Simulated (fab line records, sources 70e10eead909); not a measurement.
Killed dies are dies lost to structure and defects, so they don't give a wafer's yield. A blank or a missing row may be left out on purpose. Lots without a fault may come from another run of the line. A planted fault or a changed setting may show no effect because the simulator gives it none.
Problem report in the 8D (eight disciplines) form, filled by code | flow nand_harc | the parts of the form that need people (team, actions taken, sign-off) are left out

1. THE PROBLEM
oes_product_au at NHARC_A_SGD_CUT_ETCH_59 reads a mean of 0.823 a.u. on 3 wafers of 2 lots; wafers without a fault read 0.994 a.u. with a standard deviation of 0.0099. That is -17 standard deviations from the usual mean.
The step: etches the open film in N2/H2, target depth 260 nm, time 406.25 s.
First seen on wafer L791.1, day 24 12:24, on rie_diel-12. The record holds 42 wafers of 14 lots with a number at this step. Rule for "out", or "out of limits": more than 4 standard deviations from the usual mean. The other wafers with a number count as sound.

2. WHAT IT IS AND WHAT IT IS NOT
question                    | is                     | is not
which readings at this step | oes_product_au         | bias_w, chamber_pressure_mTorr, drypump_motor_current_A, rf_vpp_V, showerhead_plenum_p_Torr, throttle_valve_pct
which lots                  | L789, L791             | L778, L780, L781, L782, L783, L795, L796, L797, L798, L799, L800, L801
which wafers of those lots  | L789.3, L789.6, L791.1 | L789.5, L791.2, L791.4
read on which tools         | rie_diel-12            | rie_diel-03, rie_diel-13
when                        | from day 24 12:24      | up to then (17 sound wafers); but 22 sound wafers of L789, L795, L796, L797, L798, L799, L800, L801 came after

3. SUSPECTS, AND WHAT RULES EACH OUT
Counting: a tool at a process step up to the reading stays a suspect if it ran every lot that is out. Sound lots after the first of them don't rule it out here, since some wafers of a struck lot are sound.
- rie_diel-12 at NHARC_A_SGD_CUT_ETCH_59 (etches the open film in N2/H2, target depth 260 nm, time 406.25 s): kept. It ran every lot that is out, first L791 (day 24 12:24); its last sound lot up to then is L781 (day 20 23:21). Its own readings are out on those wafers: oes_product_au.
Left after counting: rie_diel-12 at NHARC_A_SGD_CUT_ETCH_59.

4. THE CAUSE (what the simulator had put in)
Process parameter drift: rie_diel-12, from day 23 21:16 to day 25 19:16, at NHARC_A_SGD_CUT_ETCH_59. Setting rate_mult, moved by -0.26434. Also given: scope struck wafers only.
Counting left only this tool.

5. THE CHAIN OF EFFECTS, in route order
Each row: a reading whose mean over the struck wafers that have a number lies more than 3 standard deviations from the usual. Only readings for which the record gives a usual standard deviation are gone through. hours: the time from each lot's start at the first step in this table that gives one to its start at this step, as a median over the lots. sigmas: the change in usual standard deviations.
hours | step                    | reading        | usual      | on struck wafers | change | sigmas
0     | NHARC_A_SGD_CUT_ETCH_59 | oes_product_au | 0.994 a.u. | 0.823            | -0.171 | -17
The process steps in it:
- NHARC_A_SGD_CUT_ETCH_59: etches the open film in N2/H2, target depth 260 nm, time 406.25 s.

6. WHAT WOULD HAVE CAUGHT IT SOONER
In this record the first reading out of limits was taken at day 24 12:24, 15 hours after the fault began at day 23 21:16.
